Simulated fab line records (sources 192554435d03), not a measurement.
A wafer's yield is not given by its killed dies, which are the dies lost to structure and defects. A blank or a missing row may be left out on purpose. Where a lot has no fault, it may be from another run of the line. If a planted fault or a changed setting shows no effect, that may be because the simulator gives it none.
fab line records ; flow n5-finfet
record: lots: 9; wafers: 26; last-day: 18
route steps=1938 shown BEOL_M0_SAQP@637 BEOL_M4@1111
lots that met no fault: taken from a fault-free run of the same line
start-h: the number of hours between the record's first day and the start of the first shown wafer of the lot ; wait-h: hours from the lot's prior step to this one ; " repeats the value in the row above ; L1.1+2: a row that stands for several wafers ; - value missing, or start not given ; * or withheld: withheld ; < > ~ a bound
route shown NAME@n: a module of which the file shows steps, and the number in the route of the first ; usual: mean/standard deviation taken from wafers without a fault ; same: alike in all rows ; chamber/n: place in a boat ; sites: readings site by site ; _std_site: the values' standard deviation ; _edge_site: mean of outer sites minus mean of inner sites ; radius-mm: for every site, how far away it sits from the centre of the wafer ; mask NAME#n: copy n ; behind: tool/chamber where the wafer was last shaped ; hold: why the lot was held/for how many hours/how that ended ; device: the n, p or np transistor that did not switch ; end of line: at the end of the route, the tests of the same wafers ; a step without rows: its recipe alone ; killed: at the first sort, the dies lost to defects and structure; wafer yield is something else ; map: a wafer's dies, x killed, . not, _ none there
set.NAME: the run value of the setting; set.NAME@STEP: its run value at that earlier step ; model.NAME: the simulator's own value behind a step, which no gauge read
steps of the route over a sample of lots; a table a step, a row a wafer
services: from which hour (start-h, from the record's first day; less than 0 if before it) a tool's chamber was out of use, for how many hours, and why
== steps ==
step: N5_BEOL_M0_SAQP_PECVD_97
recipe: material: SiNx; target-thk-a: 230; temp-c: 350; precursor: SiH4/NH3/N2; pressure-torr: 1.5; rf-w: 300; time-s: 19.9
usual: heater-power-w: 600/80; showerhead-plenum-p-Torr: 5.12/0.041; throttle-valve-pct: 40.9/2.5
lot.wafer;tool;chamber;start-h;wait-h;heater-power-w;showerhead-plenum-p-Torr;throttle-valve-pct
L336.2;pecvd-03;0;113.08;0.0;545;5.12;41.4
L336.4;pecvd-03;1;113.08;0.0;624;5.15;43.7
L336.6;pecvd-03;2;113.08;0.0;567;5.11;38.9
L339.2;pecvd-03;1;127.25;0.0;578;5.15;44.0
L339.4;pecvd-03;2;127.25;0.0;485;5.09;38.9
L339.5;pecvd-03;1;127.25;0.0;569;5.16;44.0
L340.1;pecvd-03;0;132.31;0.0;518;5.13;41.3
L340.3;pecvd-03;2;132.31;0.0;504;5.10;38.7
L340.4;pecvd-03;1;132.31;0.0;619;5.15;43.9
L349.4;pecvd-04;1;187.27;0.0;650;5.19;44.5
L349.6;pecvd-04;0;187.27;0.0;670;5.16;41.3
L353.3;pecvd-01;2;208.48;0.0;454;5.04;38.2
L353.5;pecvd-01;2;208.48;0.0;456;5.03;38.2
L353.6;pecvd-01;0;208.48;0.0;584;5.12;42.2
L354.2;pecvd-03;1;214.42;0.0;587;5.13;43.7
L354.3;pecvd-03;2;214.42;0.0;470;5.11;39.2
L354.6;pecvd-03;0;214.42;0.0;486;5.13;41.3
L356.1;pecvd-04;1;234.64;0.0;749;5.20;44.1
L356.5;pecvd-04;2;234.64;0.0;680;5.09;37.6
L356.6;pecvd-04;0;234.64;0.0;684;5.18;41.4
L358.1;pecvd-01;0;241.60;0.0;596;5.12;42.4
L358.2;pecvd-01;2;241.60;0.0;511;5.04;38.1
L358.5;pecvd-01;2;241.60;0.0;523;5.04;37.9
L359.2;pecvd-04;0;246.16;0.0;653;5.17;41.7
L359.3;pecvd-04;2;246.16;0.0;634;5.10;37.9
L359.5;pecvd-04;1;246.16;0.0;751;5.19;44.6
step: N5_BEOL_M0_SAQP_MANDREL_ETCH_20
recipe: target-depth-a: 600; chemistry: HBr/Cl2; target: a-Si; stop-on: SiNx; bt-time-s: 10; mask-material: SOC; over-etch-frac: 0.5; time-s: 30; pressure-mtorr: 10; icp-w: 800; bias-w: 75; HBr_flow_sccm: 150; Cl2_flow_sccm: 80; ends: end-point
usual: drypump-motor-current-A: 5.8/0.39; he-backside-leak-sccm: 2.8/0.37; oes-product-au: 0.777/0.012; over-etch-frac: 0.5/0; throttle-valve-pct: 35.51/0.28
lot.wafer;tool;chamber;start-h;wait-h;drypump-motor-current-A;he-backside-leak-sccm;oes-product-au;over-etch-frac;rf-hours-counter-h;throttle-valve-pct
L336.2;rie-si-06;0;114.09;0.0;6.4;2.6;0.792;0.5;0;35.70
L336.4;rie-si-06;2;114.09;0.0;5.1;3.6;0.791;0.5;184;35.25
L336.6;rie-si-06;1;114.09;0.0;6.0;2.4;0.783;0.5;-;35.74
L339.2;rie-si-02;2;128.23;0.0;5.7;2.7;0.784;0.5;46;35.07
L339.4;rie-si-02;3;128.23;0.0;5.6;3.1;0.770;0.5;190;35.86
L339.5;rie-si-02;2;128.23;0.0;5.7;2.6;0.790;0.5;-;35.06
L340.1;rie-si-05;2;133.30;0.0;5.9;3.2;0.800;0.5;88;35.58
L340.3;rie-si-05;1;133.30;0.0;5.8;2.8;0.777;0.5;186;35.66
L340.4;rie-si-05;2;133.30;0.0;5.9;3.2;0.797;0.5;-;35.57
L349.4;rie-si-06;1;188.15;0.1;6.0;2.4;0.688;0.86887;-;35.93
L349.6;rie-si-06;2;188.15;0.1;5.1;3.6;0.685;0.86887;-;35.45
L353.3;rie-si-02;1;209.35;0.0;5.8;2.8;0.760;0.5;160;35.04
L353.5;rie-si-02;1;209.35;0.0;5.8;2.7;0.772;0.5;-;35.02
L353.6;rie-si-02;2;209.35;0.0;5.7;2.7;0.781;0.5;-;35.07
L354.2;rie-si-05;2;215.40;0.0;5.9;3.2;0.795;0.5;90;35.58
L354.3;rie-si-05;1;215.40;0.0;5.7;2.9;0.770;0.5;187;35.65
L354.6;rie-si-05;1;215.40;0.0;5.7;2.8;0.783;0.5;-;35.64
L356.1;rie-si-05;0;235.64;0.0;6.4;2.5;0.776;0.5;130;35.80
L356.5;rie-si-05;3;235.64;0.0;6.0;2.7;0.764;0.5;-;35.08
L356.6;rie-si-05;2;235.64;0.0;5.9;3.2;0.789;0.5;-;35.59
L358.1;rie-si-05;1;242.68;0.0;5.7;2.5;0.758;0.5;0;35.44
L358.2;rie-si-05;3;242.68;0.0;6.0;2.6;0.774;0.5;2;35.07
L358.5;rie-si-05;2;242.68;0.0;6.0;3.3;0.786;0.5;-;35.59
L359.2;rie-si-06;1;247.15;0.0;6.1;2.4;0.764;0.5;48;35.77
L359.3;rie-si-06;3;247.15;0.0;5.4;2.6;0.758;0.5;179;35.74
L359.5;rie-si-06;3;247.15;0.0;5.4;2.6;0.769;0.5;-;35.70
step: N5_BEOL_M0_SAQP_MANDREL1_REMOVE_100
recipe: chemistry: HBr/Cl2/O2; bt-time-s: 10; target: a-Si; stop-on: SiNx; endpoint: OES-SiCl; over-etch-frac: 0.85; icp-w: 600; bias-w: 30; HBr_flow_sccm: 150; Cl2_flow_sccm: 80; O2_flow_sccm: 5; pressure-mtorr: 10
usual: drypump-motor-current-A: 5.8/0.39; he-backside-leak-sccm: 2.8/0.38; oes_o_777_au: 1.01/0.048; oes-product-au: 1.004/0.014; throttle-valve-pct: 36.71/0.3
lot.wafer;tool;chamber;start-h;wait-h;drypump-motor-current-A;he-backside-leak-sccm;oes_o_777_au;oes-product-au;rf-hours-counter-h;throttle-valve-pct
L336.2;rie-si-05;1;115.29;0.1;5.7;2.8;1.06;0.977;185;36.91
L336.4;rie-si-05;3;115.29;0.1;6.0;2.7;0.96;0.981;197;36.86
L336.6;rie-si-05;3;115.29;0.1;6.0;2.9;0.96;0.982;-;36.88
L339.2;rie-si-05;2;130.00;0.1;5.9;3.0;1.11;1.014;88;36.87
L339.4;rie-si-05;1;130.00;0.1;5.7;2.9;1.06;0.982;-;36.92
L339.5;rie-si-05;2;130.00;0.1;5.9;3.2;1.12;1.026;-;36.89
L340.1;rie-si-06;3;134.48;0.1;5.4;2.5;1.06;0.985;177;37.00
L340.3;rie-si-06;2;134.48;0.1;5.1;3.6;1.05;1.010;184;36.53
L340.4;rie-si-06;1;134.48;0.1;6.0;2.4;1.07;0.998;45;37.02
L349.4;rie-si-02;2;189.57;0.1;5.7;2.7;0.96;1.009;-;36.36
L349.6;rie-si-02;1;189.57;0.1;5.8;2.9;1.02;1.000;-;36.28
L353.3;rie-si-02;1;210.52;0.1;5.8;3.0;1.02;0.999;160;36.29
L353.5;rie-si-02;2;210.52;0.1;5.7;2.8;0.97;1.008;-;36.37
L353.6;rie-si-02;1;210.52;0.1;5.8;3.0;1.03;0.997;-;36.30
L354.2;rie-si-06;2;216.58;0.1;5.1;3.4;1.06;1.007;186;36.54
L354.3;rie-si-06;0;216.58;0.1;6.5;2.7;0.98;1.017;2;37.00
L354.6;rie-si-06;1;216.58;0.1;6.1;2.3;1.09;0.989;-;37.03
L356.1;rie-si-06;0;236.85;0.1;6.4;2.7;0.98;1.020;2;36.99
L356.5;rie-si-06;2;236.85;0.1;5.1;3.5;1.05;1.010;-;36.54
L356.6;rie-si-06;1;236.85;0.1;6.0;2.4;1.08;1.003;-;37.02
L358.1;rie-si-06;3;243.94;0.1;5.4;2.9;1.05;1.003;179;36.98
L358.2;rie-si-06;1;243.94;0.1;6.0;2.4;1.08;0.991;48;37.02
L358.5;rie-si-06;1;243.94;0.1;6.0;2.4;1.08;0.999;-;37.02
L359.2;rie-si-02;3;248.33;0.1;5.6;2.8;0.99;1.040;1;36.82
L359.3;rie-si-02;1;248.33;0.1;5.8;2.9;1.03;0.996;161;36.29
L359.5;rie-si-02;1;248.33;0.1;5.7;3.0;1.02;1.002;-;36.31
step: N5_BEOL_M0_SAQP_ETCH_101
recipe: chemistry: CH3F/O2; target: SiNx; mask-material: SiO2; target-depth-a: 299; time-s: 42.7; pressure-mtorr: 30; source-w: 395; bias-w: 73; Ar_flow_sccm: 150; CH3F_flow_sccm: 30; O2_flow_sccm: 20; ion-energy-ev: 120
usual: drypump-motor-current-A: 5.7/0.45; oes_o_777_au: 0.76/0.074; oes-product-au: 0.76/0.079; rf-vpp-V: 297/4.7; showerhead-plenum-p-Torr: 2.00/0.07; throttle-valve-pct: 16.47/0.19
lot.wafer;tool;chamber;start-h;wait-h;drypump-motor-current-A;oes_o_777_au;oes-product-au;rf-hours-counter-h;rf-vpp-V;showerhead-plenum-p-Torr;throttle-valve-pct
L336.2;rie-diel-04;2;115.43;0.0;5.8;0.74;0.75;141;291;2.01;16.36
L336.4;rie-diel-04;0;115.43;0.0;5.5;0.73;0.71;198;293;1.91;16.58
L336.6;rie-diel-04;0;115.43;0.0;5.5;0.73;0.72;-;292;1.91;16.59
L339.2;rie-diel-03;1;130.15;0.0;5.7;0.77;0.80;126;304;2.02;16.21
L339.4;rie-diel-03;0;130.15;0.0;5.9;0.84;0.87;38;306;1.95;16.12
L339.5;rie-diel-03;3;130.15;0.0;5.5;0.72;0.72;-;292;2.08;16.36
L340.1;rie-diel-04;2;134.63;0.0;5.8;0.74;0.75;150;291;2.01;16.38
L340.3;rie-diel-04;0;134.63;0.0;5.5;0.72;0.71;206;294;1.91;16.60
L340.4;rie-diel-04;3;134.63;0.0;6.3;0.87;0.88;35;293;2.14;16.36
L349.4;rie-diel-04;2;189.68;0.0;5.8;0.73;0.73;166;290;2.00;16.42
L349.6;rie-diel-04;2;189.68;0.0;5.8;0.73;0.72;-;291;2.00;16.42
L353.3;rie-diel-03;1;210.67;0.0;5.7;0.75;0.76;151;306;2.01;16.27
L353.5;rie-diel-03;3;210.67;0.0;5.5;0.71;0.69;-;293;2.07;16.42
L353.6;rie-diel-03;2;210.67;0.0;6.0;0.76;0.74;-;298;1.91;16.45
L354.2;rie-diel-04;0;216.73;0.0;5.5;0.70;0.69;226;294;1.90;16.65
L354.3;rie-diel-04;3;216.73;0.0;6.3;0.83;0.84;59;293;2.13;16.40
L354.6;rie-diel-04;2;216.73;0.0;5.8;0.72;0.73;-;291;2.00;16.43
L356.1;rie-diel-02;2;237.00;0.0;5.8;0.74;0.75;158;299;2.01;16.68
L356.5;rie-diel-02;3;237.00;0.0;4.9;0.75;0.72;-;297;1.89;16.70
L356.6;rie-diel-02;0;237.00;0.0;5.7;0.94;0.94;-;298;2.04;16.07
L358.1;rie-diel-03;1;244.24;0.2;5.7;0.75;0.77;160;304;2.01;16.28
L358.2;rie-diel-03;0;244.24;0.2;5.9;0.79;0.84;71;306;1.94;16.17
L358.5;rie-diel-03;1;244.24;0.2;5.7;0.75;0.76;-;305;2.01;16.26
L359.2;rie-diel-02;3;248.48;0.0;4.9;0.74;0.73;225;298;1.89;16.73
L359.3;rie-diel-02;0;248.48;0.0;5.7;0.93;0.93;18;300;2.04;16.08
L359.5;rie-diel-02;2;248.48;0.0;5.8;0.75;0.75;-;300;2.01;16.67
step: N5_BEOL_M4_RC_MEAS_101
usual: DIBL_N: 36.0/1.8; DIBL_P: 36.3/2.4; IOFF_N: 0.16/0.035; IOFF_P: 0.21/0.036; ION_N: 673/13; ION_P: 461/7.2; SS_N: 71.4/0.6; SS_P: 73.2/0.7; VT_N: 250/4; VT_P: -250.9/2.9
lot.wafer;tool;chamber;start-h;wait-h;DIBL_N[mV/V];DIBL_P[mV/V];IOFF_N[nA/um];IOFF_P[nA/um];ION_N[uA/um];ION_P[uA/um];SS_N[mV/dec];SS_P[mV/dec];VT_N[mV];VT_P[mV]
L336.2;prober-01;0;159.93;0.2;40.9;41.0;0.27;0.32;695;472;72.0;74.4;240;-242.9
L336.4;prober-01;0;159.93;0.2;39.8;39.5;0.23;0.29;695;474;72.1;74.1;245;-243.5
L336.6;prober-01;0;159.93;0.2;36.5;35.0;0.16;0.23;669;465;71.2;72.4;252;-247.3
L339.2;prober-02;0;195.12;0.2;34.3;33.5;0.16;0.21;678;463;70.8;73.2;246;-247.1
L339.4;prober-02;0;195.12;0.2;34.0;32.9;0.14;0.19;670;459;71.3;72.7;250;-249.6
L339.5;prober-02;0;195.12;0.2;32.7;30.7;0.12;0.16;653;461;71.3;72.2;252;-251.3
L340.1;prober-02;0;202.87;0.0;33.9;34.9;0.13;0.17;674;461;70.4;73.2;254;-250.4
L340.3;prober-02;0;202.87;0.0;37.5;37.1;0.19;0.20;668;455;72.0;73.4;248;-251.0
L340.4;prober-02;0;202.87;0.0;35.4;36.2;0.15;0.19;678;470;71.5;73.2;249;-250.7
L349.4;prober-01;0;250.58;0.5;35.6;35.1;0.15;0.21;662;458;71.7;72.4;251;-247.1
L349.6;prober-01;0;250.58;0.5;35.3;34.6;0.15;0.19;677;462;70.9;72.5;251;-251.7
L353.3;prober-02;0;280.20;0.3;35.5;37.7;0.18;0.22;683;467;70.6;73.8;247;-248.6
L353.5;prober-02;0;280.20;0.3;34.0;35.7;0.14;0.19;682;469;71.1;72.9;251;-251.5
L353.6;prober-02;0;280.20;0.3;36.1;37.6;0.17;0.23;680;457;71.8;73.7;247;-248.3
L354.2;prober-01;0;286.77;0.2;37.1;38.5;0.16;0.23;678;465;71.7;73.3;251;-248.7
L354.3;prober-01;0;286.77;0.2;35.1;35.2;0.12;0.20;664;463;71.3;72.1;257;-251.2
L354.6;prober-01;0;286.77;0.2;37.7;38.7;0.17;0.24;680;470;71.9;73.4;250;-249.4
L356.1;prober-02;0;286.98;0.0;36.0;35.9;0.15;0.20;675;461;71.1;74.0;252;-250.9
L356.5;prober-02;0;286.98;0.0;33.0;32.7;0.11;0.16;668;459;70.9;73.1;253;-252.0
L356.6;prober-02;0;286.98;0.0;37.4;36.6;0.16;0.21;667;457;71.4;73.7;253;-251.4
L359.2;prober-01;0;318.44;0.2;37.2;37.1;0.16;0.21;673;457;71.4;73.4;250;-252.4
L359.3;prober-01;0;318.44;0.2;37.9;36.6;0.16;0.21;681;461;72.1;74.0;250;-252.9
L359.5;prober-01;0;318.44;0.2;39.3;38.0;0.20;0.25;687;464;72.2;73.7;247;-246.7
L358.1;prober-02;0;319.72;0.0;37.5;39.3;0.18;0.24;691;475;71.0;73.8;246;-246.5
L358.2;prober-02;0;319.72;0.0;37.7;39.7;0.18;0.25;680;471;72.0;74.1;247;-247.2
L358.5;prober-02;0;319.72;0.0;36.6;38.0;0.16;0.23;685;474;71.1;73.4;246;-248.1
== services ==
tool;chamber;start-h;hours;kind
pecvd-01;-;115.27;1.3;repair
pecvd-03;-;116.11;6.0;pm
rie-diel-04;3;116.29;12.9;repair
rie-si-05;3;122.42;-;clean
rie-si-05;3;122.42;14.9;scheduled-down
rie-si-05;3;122.42;14.9;vent-cycle
rie-si-06;1;126.75;2.5;repair
rie-si-02;2;128.50;4.3;repair
rie-si-06;0;152.79;8.9;repair
pecvd-01;0;160.15;4.4;repair
pecvd-03;2;170.54;5.2;repair
rie-diel-04;0;176.83;7.2;repair
rie-si-06;0;184.04;24.3;repair
rie-si-05;3;185.43;8.7;repair
rie-si-02;-;186.66;0.1;repair
pecvd-01;-;190.93;2.6;repair
rie-si-02;1;191.80;7.9;repair
rie-diel-04;0;204.06;8.8;repair
rie-si-05;1;221.21;-;clean
rie-si-06;3;235.69;5.6;repair
rie-si-06;2;241.28;-;clean
rie-si-06;2;241.28;31.4;scheduled-down
rie-si-06;2;241.28;31.4;vent-cycle
pecvd-03;1;241.93;22.3;repair
== key ==
first-sign: step: N5_BEOL_M0_SAQP_MANDREL_ETCH_20; reading: over-etch-frac; direction: up; sigmas: 99+; usual: 0.5; struck: 0.86887
effect: step: N5_BEOL_M0_SAQP_MANDREL_ETCH_20; reading: oes-product-au; direction: down; sigmas: 7.6; usual: 0.777; struck: 0.687
met-at N5_BEOL_M0_SAQP_MANDREL_ETCH_20
struck-lots L349
struck-wafers L349.4,L349.6
not-acting-at N5_BEOL_M0_SAQP_PECVD_97,N5_BEOL_M0_SAQP_MANDREL1_REMOVE_100,N5_BEOL_M0_SAQP_ETCH_101
onset-between 114.09 188.15
fault: kind: process-parameter-drift; tool: rie-si-06; chamber: -; onset-h: 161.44; steps: N5_BEOL_M0_SAQP_MANDREL_ETCH_20; channel: over-etch-frac; offset: 0.36887; shape: step; end-h: 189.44; scope: struck-wafers-only; acts-in: these-recipes-only; stated: 0.5
